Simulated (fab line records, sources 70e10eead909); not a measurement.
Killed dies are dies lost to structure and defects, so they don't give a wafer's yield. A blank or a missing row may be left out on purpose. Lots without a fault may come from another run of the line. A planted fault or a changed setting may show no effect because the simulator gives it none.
fab line records | flow nand_harc
record lots=6 wafers=18 last_day=31
route steps=1302 shown A_BLC@1110 END@1302
lots that met no fault: from a run of the same line without faults
start_h: hours from the record's first day to the start of the lot's first wafer shown | wait_h: hours since the lot's step before | " the same as in the row above | L1.1+2: a row that stands for several wafers | - no value, or no start given | * or withheld: withheld | < > ~ a bound
route shown NAME@n: a module of which the file shows steps, and the number in the route of the first | usual: mean/standard deviation of fault-free wafers | same: alike in all rows | chamber/n: place in a boat | sites: the reading at each site | _std_site: their standard deviation | _edge_site: outer sites' mean less inner sites' | radius_mm: how far each site lies from the wafer's centre | mask NAME#n: copy n | behind: the tool/chamber that last shaped the wafer | hold: why the lot was held/for how many hours/how that ended | device: the transistor (n, p or np) that didn't switch | end of line: the same wafers' tests at the end of the route | a step without rows: its recipe alone | killed: dies lost to structure and defects at the first sort, not the wafer's yield | map: a wafer's dies, x killed, . not, _ none there
set.NAME: the setting as run; set.NAME@STEP: as run at that earlier step | model.NAME: the simulator's own value behind a step, which no gauge read
lots at some steps of the route; a table a step, a row a wafer
services: from which hour (start_h, from the record's first day; less than 0 if before it) a tool's chamber was out of use, for how many hours, and why
## steps
# step NHARC_A_BLC_COAT_03
# recipe temp_c=225 time_s=65
# step NHARC_A_BLC_COAT_04
# recipe spin_rpm=1500 resist_thk_nm=90
# step NHARC_A_BLC_SOFTBAKE_05
# recipe temp_c=105 time_s=55
# step NHARC_A_BLC_EBR_06
# step NHARC_A_BLC_EXPOSE_07
# recipe na=1.35 target_cd_nm=100 dose_mj=67.97 mask_id=A_BLC
# step NHARC_A_BLC_PEB_08
# recipe peb_temp_c=100 peb_time_s=65
# step NHARC_A_BLC_DEVELOP_09
# recipe develop_time_s=35 dev_temp_c=23
# step NHARC_A_BLC_CD_MEAS_10
# recipe target_cd_nm=100 landing_energy_ev=500
# usual cd_nm=100.1/0.71
# columns lot.wafer tool chamber start_h wait_h cd_nm
L351.2 cd_sem-03 0 595.70 - 100.2
L351.3 " 0 " " 100.1
L351.4 " 0 " " 98.7
L355.2 cd_sem-03 0 639.94 - 99.5
L355.5 " 0 " " 99.4
L355.6 " 0 " " 99.6
L354.1 cd_sem-01 0 643.71 - 101.0
L354.4 " 0 " " 100.6
L354.5 " 0 " " 101.7
L361.3 cd_sem-01 0 685.78 - 101.5
L361.4 " 0 " " 101.2
L361.5 " 0 " " 101.9
L358.1 cd_sem-02 0 686.49 - 100.7
L358.3 " 0 " " 99.5
L358.6 " 0 " " 99.3
L359.1 cd_sem-03 0 688.29 - 99.5
L359.3 " 0 " " 100.5
L359.5 " 0 " " 99.6
# step NHARC_A_BLC_OVL_MEAS_11
# usual overlay_x_nm=0.1/0.75 overlay_y_nm=0.2/1.1
# columns lot.wafer tool chamber start_h wait_h overlay_x_nm overlay_y_nm
L351.2 overlay-02 - 595.78 - -0.1 -0.5
L351.3 " - " " 0.2 -0.8
L351.4 " - " " 0.5 -0.5
L355.2 overlay-01 - 640.03 - -0.7 1.5
L355.5 " - " " -0.1 0.6
L355.6 " - " " -0.9 1.3
L354.1 overlay-01 - 643.80 - 0.3 1.8
L354.4 " - " " 0.4 1.4
L354.5 " - " " -0.1 1.9
L361.3 overlay-01 - 685.87 - -1.0 1.3
L361.4 " - " " -1.3 1.2
L361.5 " - " " -1.3 1.3
L358.1 overlay-01 - 686.58 - -0.7 0.5
L358.3 " - " " -1.2 0.9
L358.6 " - " " -1.6 0.0
L359.1 overlay-02 - 688.37 - 0.4 0.7
L359.3 " - " " -0.4 1.1
L359.5 " - " " 0.3 0.8
# step NHARC_A_BLC_INSPECT_12
# usual raw_defect_count=81/38
# columns lot.wafer tool chamber start_h wait_h raw_defect_count
L351.2 defect_inspect-02 - 595.82 0.0 123
L351.3 " - " " 108
L351.4 " - " " 102
L355.2 defect_inspect-01 - 640.06 0.0 64
L355.5 " - " " 59
L355.6 " - " " 68
L354.1 defect_inspect-02 - 643.84 0.0 44
L354.4 " - " " 38
L354.5 " - " " 42
L361.3 defect_inspect-02 - 685.90 0.0 112
L361.4 " - " " 126
L361.5 " - " " 125
L358.1 defect_inspect-02 - 686.62 0.0 48
L358.3 " - " " 46
L358.6 " - " " 59
L359.1 defect_inspect-01 - 688.41 0.0 28
L359.3 " - " " 39
L359.5 " - " " 29
# step NHARC_A_BLC_DESCUM_15
# recipe time_s=3 o2_flow_sccm=200 ar_flow_sccm=0 bias_power_w=0 chemistry=O2
# usual chamber_pressure_mTorr=60.01/0.056 drypump_motor_current_A=5.9/0.53 oes_product_au=1.000/0.009 rf_vpp_V=57.9/0.8 showerhead_plenum_p_Torr=1.93/0.077 throttle_valve_pct=11.311/0.0091
# columns lot.wafer tool chamber start_h wait_h chamber_pressure_mTorr drypump_motor_current_A oes_product_au rf_hours_counter_h rf_vpp_V showerhead_plenum_p_Torr throttle_valve_pct
L351.2 rie_diel-01 1 595.88 0.1 59.94 5.7 0.988 3 58.4 1.87 11.322
L351.4 " 2 " " 59.99 6.3 0.997 2 57.2 1.96 11.297
L351.3 " 3 " " 60.03 5.8 0.995 2 58.0 1.86 11.323
L355.2 rie_diel-08 2 640.13 0.1 60.07 5.0 0.999 24 58.2 1.92 11.317
L355.6 " 2 " " 60.07 5.0 1.004 - 58.2 1.92 11.315
L355.5 " 3 " " 60.01 5.9 0.989 - 56.9 1.89 11.309
L354.4 rie_diel-12 2 643.90 0.1 60.00 6.3 1.001 1 58.7 2.04 11.325
L354.1 " 1 " " 59.93 6.0 1.007 1 57.4 1.81 11.301
L354.5 " 2 " " 59.89 6.4 1.001 - 60.0 2.04 11.326
L361.4 rie_diel-12 0 685.98 0.1 59.98 6.1 1.016 3 58.8 1.95 11.318
L361.3 " 1 " " 60.06 6.0 0.998 3 56.8 1.81 11.322
L361.5 " 2 " " 60.02 6.4 0.997 - 58.6 2.04 11.332
L358.3 rie_diel-01 2 686.69 0.1 59.99 6.2 1.014 10 57.3 1.96 11.297
L358.1 " 3 " " 60.02 5.8 1.012 10 58.4 1.85 11.307
L358.6 " 1 " " 60.03 5.7 1.007 - 57.0 1.87 11.299
L359.3 rie_diel-01 1 688.47 0.1 59.99 5.7 0.982 11 56.6 1.87 11.319
L359.1 " 2 " " 60.04 6.3 1.006 11 57.7 1.96 11.304
L359.5 " 2 " " 59.97 6.3 1.013 - 58.3 1.96 11.327
# step NHARC_A_BLC_ETCH_16
# recipe target_depth_a=390 over_etch_frac=0.3 time_s=65 ion_energy_ev=80 cf4_flow_sccm=150 ar_flow_sccm=0 rf_w=300 bias_w=100 chemistry=CF4
# usual chamber_pressure_mTorr=50.00/0.062 drypump_motor_current_A=5.9/0.52 oes_product_au=1.001/0.0084 rf_vpp_V=151.4/1.3 run_length_s=86.0/0.46 showerhead_plenum_p_Torr=1.78/0.068 throttle_valve_pct=13.284/0.0086
# columns lot.wafer tool chamber start_h wait_h chamber_pressure_mTorr drypump_motor_current_A oes_product_au rf_hours_counter_h rf_vpp_V run_length_s showerhead_plenum_p_Torr throttle_valve_pct
L351.3 rie_diel-01 0 595.96 0.1 50.02 6.3 0.998 2 150.8 85.3 1.75 13.284
L351.4 " 2 " " 49.98 6.3 1.018 2 151.9 85.9 1.81 13.303
L351.2 " 3 " " 49.99 5.8 1.007 2 151.5 86.8 1.72 13.285
L355.2 rie_diel-08 3 640.22 0.1 50.01 5.9 0.996 23 151.1 86.0 1.75 13.289
L355.5 " 2 " " 50.02 5.0 1.005 - 151.8 86.3 1.78 13.282
L355.6 " 3 " " 50.02 5.9 1.001 - 150.4 86.2 1.75 13.292
L354.4 rie_diel-12 3 643.99 0.1 49.94 4.6 1.017 1 152.9 87.2 1.89 13.286
L354.1 " 1 " " 50.05 6.0 1.002 1 150.6 85.7 1.68 13.301
L354.5 " 3 " " 50.01 4.7 1.016 - 153.5 86.4 1.89 13.275
L361.4 rie_diel-12 2 686.05 0.1 50.05 6.3 1.006 4 152.6 86.3 1.88 13.267
L361.3 " 0 " " 50.04 6.1 1.003 3 151.0 86.7 1.80 13.284
L361.5 " 3 " " 50.04 4.6 1.002 - 152.7 86.7 1.89 13.290
L358.1 rie_diel-01 3 686.76 0.1 49.96 5.8 1.010 10 150.2 86.2 1.72 13.275
L358.3 " 0 " " 49.97 6.3 1.000 10 151.6 85.3 1.74 13.279
L358.6 " 3 " " 49.99 5.8 1.008 - 151.0 86.4 1.72 13.285
L359.3 rie_diel-01 2 688.56 0.1 50.07 6.3 1.002 11 151.0 85.9 1.81 13.285
L359.1 " 3 " " 50.04 5.9 1.001 10 151.3 86.4 1.72 13.295
L359.5 " 1 " " 49.99 5.7 0.999 - 150.0 85.6 1.73 13.285
# step NHARC_A_BLC_ETCH_17
# recipe target_depth_a=3900 over_etch_frac=0.25 time_s=609.38 ion_energy_ev=200 n2_flow_sccm=150 h2_flow_sccm=150 ar_flow_sccm=0 rf_w=400 bias_w=150 chemistry=N2/H2
# usual chamber_pressure_mTorr=30.001/0.025 drypump_motor_current_A=5.9/0.49 oes_product_au=1.001/0.009 rf_vpp_V=430.9/2.3 run_length_s=630.4/0.5 showerhead_plenum_p_Torr=2.05/0.085 throttle_valve_pct=14.171/0.0087
# columns lot.wafer tool chamber start_h wait_h chamber_pressure_mTorr drypump_motor_current_A oes_product_au rf_hours_counter_h rf_vpp_V run_length_s showerhead_plenum_p_Torr throttle_valve_pct
L351.4 rie_diel-01 3 596.10 - 29.999 5.8 0.998 2 428.9 630.6 1.98 14.178
L351.3 " 0 " " 29.963 6.3 0.995 2 430.1 629.9 2.01 14.162
L351.2 " 1 " " 30.032 5.7 0.996 3 428.6 630.0 1.99 14.172
L355.2 rie_diel-08 3 640.30 - 30.014 5.9 0.988 23 430.9 630.6 2.02 14.181
L355.5 " 3 " " 30.027 6.0 0.995 - 430.2 630.4 2.02 14.175
L355.6 " 0 " " 29.992 5.2 0.989 - 431.5 631.3 2.00 14.158
L354.1 rie_diel-12 2 644.08 - 29.948 6.4 0.991 1 435.0 630.6 2.18 14.166
L354.4 " 1 " " 29.984 6.0 0.995 1 427.1 629.8 1.93 14.170
L354.5 " 2 " " 29.995 6.4 0.993 - 434.7 630.5 2.18 14.165
L361.4 rie_diel-12 0 686.14 - 29.987 6.1 1.014 3 430.4 631.0 2.08 14.174
L361.3 " 2 " " 30.000 6.4 1.010 4 434.0 630.2 2.18 14.174
L361.5 " 0 " " 29.993 6.1 1.009 - 433.0 630.9 2.08 14.168
L358.3 rie_diel-01 0 686.94 - 30.043 6.3 1.008 10 429.2 613.6 2.01 14.192
L358.1 " 1 " " 30.007 5.7 1.003 11 430.1 613.6 1.99 14.163
L358.6 " 3 " " 29.968 5.8 1.004 - 428.4 614.4 1.97 14.190
L359.1 rie_diel-01 3 688.69 - 30.008 5.8 0.999 10 428.8 614.4 1.97 14.178
L359.3 " 1 " " 29.978 5.7 0.986 11 429.4 613.9 1.99 14.177
L359.5 " 2 " " 30.057 6.3 1.003 - 432.5 613.6 2.09 14.174
# step NHARC_A_BLC_ETCH_18
# recipe target_depth_a=9100 c4f8_flow_sccm=20 o2_flow_sccm=10 ar_flow_sccm=withheld rf_w=600 bias_w=1500 chemistry=C4F8/O2/Ar
# usual chamber_pressure_mTorr=24.999/0.022 oes_product_au=0.943/0.02 rf_vpp_V=979/5.4
# columns lot.wafer tool chamber start_h wait_h chamber_pressure_mTorr oes_product_au rf_hours_counter_h rf_vpp_V
L351.3 rie_diel-01 3 - - 25.009 0.975 2 976
L351.4 " 1 " " 24.999 0.959 3 977
L351.2 " 2 " " 24.994 0.961 3 981
L355.2 rie_diel-08 3 - - 24.972 0.950 23 976
L355.5 " 1 " " 24.997 0.984 - 988
L355.6 " 2 " " 24.985 0.964 - 979
L354.1 rie_diel-12 1 - - 25.016 0.968 1 971
L354.4 " 3 " " 25.010 0.963 1 988
L354.5 " 2 " " 25.038 0.968 - 986
L361.4 rie_diel-12 1 - - 24.979 0.938 4 970
L361.3 " 2 " " 24.965 0.938 4 987
L361.5 " 1 " " 24.960 0.948 - 972
L358.3 rie_diel-01 1 - - 25.003 0.926 11 975
L358.1 " 3 " " 25.005 0.941 10 976
L358.6 " 0 " " 25.068 0.931 - 976
L359.1 rie_diel-01 2 - - 25.012 0.940 11 980
L359.3 " 3 " " 25.028 0.918 11 974
L359.5 " 1 " " 24.946 0.927 - 976
# step NHARC_END_SORT_01
# recipe temp_c=25
# usual killed_at_array=52/18 killed_at_other=0.6/1.1 killed_at_periphery=3.7/2.4 killed_dies=57/19 killed_open=3.1/1.7 killed_short=2.5/1.7
# same gross_dies=677
# columns lot.wafer tool chamber start_h wait_h killed_at_array killed_at_other killed_at_periphery killed_dies killed_open killed_short
L351.2 prober-01 0 637.75 2.8 76 0 7 83 4 3
L351.3 prober-01 0 638.57 3.1 60 0 3 63 7 2
L351.4 prober-01 0 639.39 3.5 66 1 3 70 3 4
L355.2 prober-01 0 686.77 2.8 33 3 2 38 3 2
L355.5 prober-01 0 689.18 3.7 39 1 4 44 4 1
L355.6 prober-01 0 689.98 4.0 46 1 3 50 5 1
L361.3 prober-01 0 731.45 3.1 63 0 3 66 5 1
L361.4 prober-01 0 732.24 3.4 83 0 3 86 4 1
L361.5 prober-01 0 733.02 3.6 81 0 3 84 1 6
L358.1 prober-01 0 737.55 2.5 38 0 5 43 3 2
L358.3 prober-01 0 739.16 3.1 39 0 5 44 4 1
L358.6 prober-01 0 741.58 4.0 55 0 2 57 5 7
# killed by level:class
L351.2 A_CHANNEL_HOLE_D2:chamber_film_flake=36 A_SLIT:chamber_film_flake=24 A_CONTACT:chamber_film_flake=7 A_CHANNEL_FILL_D1:chamber_film_flake=3 P_CONTACT:geometric_particle:open=2 A_CHANNEL_FILL_D1:geometric_particle:short=2 P_CONTACT:chamber_film_flake=2 A_WL_FILL:chamber_film_flake=2
L351.3 A_SLIT:chamber_film_flake=30 A_CHANNEL_HOLE_D2:chamber_film_flake=12 A_CONTACT:chamber_film_flake=5 A_CHANNEL_HOLE_D1:chamber_film_flake=3 A_ONON_D2:geometric_particle:open=2 P_CONTACT:geometric_particle:open=1 A_SOURCE_PLATE:geometric_particle:open=1 A_DECK1_JOINT:geometric_particle:open=1
L351.4 A_CHANNEL_HOLE_D2:chamber_film_flake=33 A_SLIT:chamber_film_flake=24 A_CHANNEL_FILL_D1:geometric_particle:short=2 P_CONTACT:chamber_film_flake=2 A_DECK1_JOINT:chamber_film_flake=2 P_CONTACT:geometric_particle:open=1 A_CHANNEL_FILL_D1:geometric_particle:open=1 A_SGD_CUT:geometric_particle:open=1
L355.2 A_CHANNEL_HOLE_D1:chamber_film_flake=22 A_M0:chamber_film_flake=3 THIN_TSV:chamber_film_flake=3 P_CONTACT:geometric_particle:open=1 A_ONON_D1:geometric_particle:short=1 A_CHANNEL_FILL_D1:geometric_particle:open=1 A_WL_FILL:geometric_particle:short=1 A_M0:geometric_particle:open=1
L355.5 A_CHANNEL_HOLE_D1:chamber_film_flake=24 A_M0:chamber_film_flake=6 P_GATE:chamber_film_flake=3 A_DECK1_JOINT:chamber_film_flake=2 P_M0:geometric_particle:open=1 A_ONON_D1:geometric_particle:open=1 A_CHANNEL_FILL_D1:geometric_particle:open=1 A_ONON_D2:geometric_particle:short=1
L355.6 A_CHANNEL_HOLE_D1:chamber_film_flake=31 A_CHANNEL_FILL_D2:geometric_particle:open=3 A_M0:chamber_film_flake=3 A_DECK1_JOINT:chamber_film_flake=2 P_CONTACT:geometric_particle:open=1 A_WL_FILL:geometric_particle:short=1 A_CONTACT:geometric_particle:open=1 P_ZERO_WELL:chamber_film_flake=1
L361.3 A_SLIT:chamber_film_flake=38 A_CHANNEL_HOLE_D1:chamber_film_flake=19 A_CHANNEL_FILL_D2:geometric_particle:open=2 P_GATE:geometric_particle:open=1 P_M0:geometric_particle:open=1 A_CHANNEL_FILL_D1:geometric_particle:short=1 A_BLC:geometric_particle:open=1 P_M2:chamber_film_flake=1
L361.4 A_SLIT:chamber_film_flake=33 A_CHANNEL_HOLE_D1:chamber_film_flake=32 A_CONTACT:chamber_film_flake=7 A_M0:geometric_particle:open=2 A_STAIRCASE:chamber_film_flake=2 A_ONON_D1:geometric_particle:short=1 A_CHANNEL_HOLE_D1:geometric_particle:open=1 A_CHANNEL_FILL_D1:geometric_particle:open=1
L361.5 A_SLIT:chamber_film_flake=40 A_CHANNEL_HOLE_D1:chamber_film_flake=20 A_STAIRCASE:chamber_film_flake=6 A_CONTACT:chamber_film_flake=4 A_BONDPAD:chamber_film_flake=3 A_DECK1_JOINT:geometric_particle:short=2 A_CHANNEL_FILL_D1:geometric_particle:short=1 A_ONON_D2:geometric_particle:open=1
L358.1 A_CHANNEL_HOLE_D2:chamber_film_flake=14 A_CHANNEL_HOLE_D1:chamber_film_flake=8 A_SLIT:chamber_film_flake=5 P_CONTACT:chamber_film_flake=4 A_CONTACT:chamber_film_flake=3 A_STAIRCASE:chamber_film_flake=2 A_ONON_D1:geometric_particle:open=1 A_DECK1_JOINT:geometric_particle:short=1
L358.3 A_CHANNEL_HOLE_D2:chamber_film_flake=18 A_CHANNEL_HOLE_D1:chamber_film_flake=10 A_SLIT:chamber_film_flake=4 A_STAIRCASE:chamber_film_flake=3 A_CHANNEL_FILL_D2:geometric_particle:open=2 P_CONTACT:chamber_film_flake=2 P_M1:chamber_film_flake=2 P_M1:geometric_particle:open=1
L358.6 A_CHANNEL_HOLE_D2:chamber_film_flake=19 A_CHANNEL_HOLE_D1:chamber_film_flake=15 A_STAIRCASE:chamber_film_flake=3 A_DECK1_JOINT:geometric_particle:short=2 A_BLC:geometric_particle:open=2 A_DECK1_JOINT:chamber_film_flake=2 A_ONON_D1:geometric_particle:short=1 A_ONON_D1:geometric_particle:open=1
## services
# columns tool chamber start_h hours kind
rie_diel-12 0 576.90 - clean
rie_diel-12 1 576.90 - clean
rie_diel-01 0 591.30 - clean
rie_diel-01 1 591.30 - clean
rie_diel-01 2 591.30 - clean
rie_diel-01 3 591.30 - clean
rie_diel-08 1 604.88 1.2 repair
rie_diel-01 0 615.80 - clean
rie_diel-01 1 615.80 - clean
rie_diel-01 2 615.80 - clean
rie_diel-01 3 615.80 - clean
rie_diel-12 - 622.40 9.0 pm
rie_diel-01 - 623.71 4.8 repair
rie_diel-01 0 640.30 - clean
rie_diel-01 1 640.30 - clean
rie_diel-01 2 640.30 - clean
rie_diel-01 3 640.30 - clean
rie_diel-01 0 650.16 5.0 repair
rie_diel-01 0 665.12 - clean
rie_diel-01 1 665.12 - clean
rie_diel-01 2 665.12 - clean
rie_diel-01 3 665.12 - clean
rie_diel-08 1 665.67 8.8 repair
rie_diel-12 3 675.21 9.1 repair
## key
first_sign step=NHARC_A_BLC_ETCH_17 reading=run_length_s direction=down sigmas=33 usual=* struck=*
effect none on later readings
met_at NHARC_A_BLC_ETCH_17
struck_wafers L358.1,L358.3,L358.6,L359.1,L359.3,L359.5
tester_left_out L358,L359
onset_between 596.10 686.94
fault kind=process_parameter_drift tool=rie_diel-01 chamber=- onset_h=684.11 steps=NHARC_A_BLC_ETCH_17 channel=time_s offset=* shape=step end_h=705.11 acts_in=* stated=*
# tester_left_out: of these lots the tester's yield and bins aren't shown, on N5 and GAA mostly nor the transistor test; their killed dies are dies lost to structure and defects alone, not to doping, threshold or leakage, so they don't give the yield
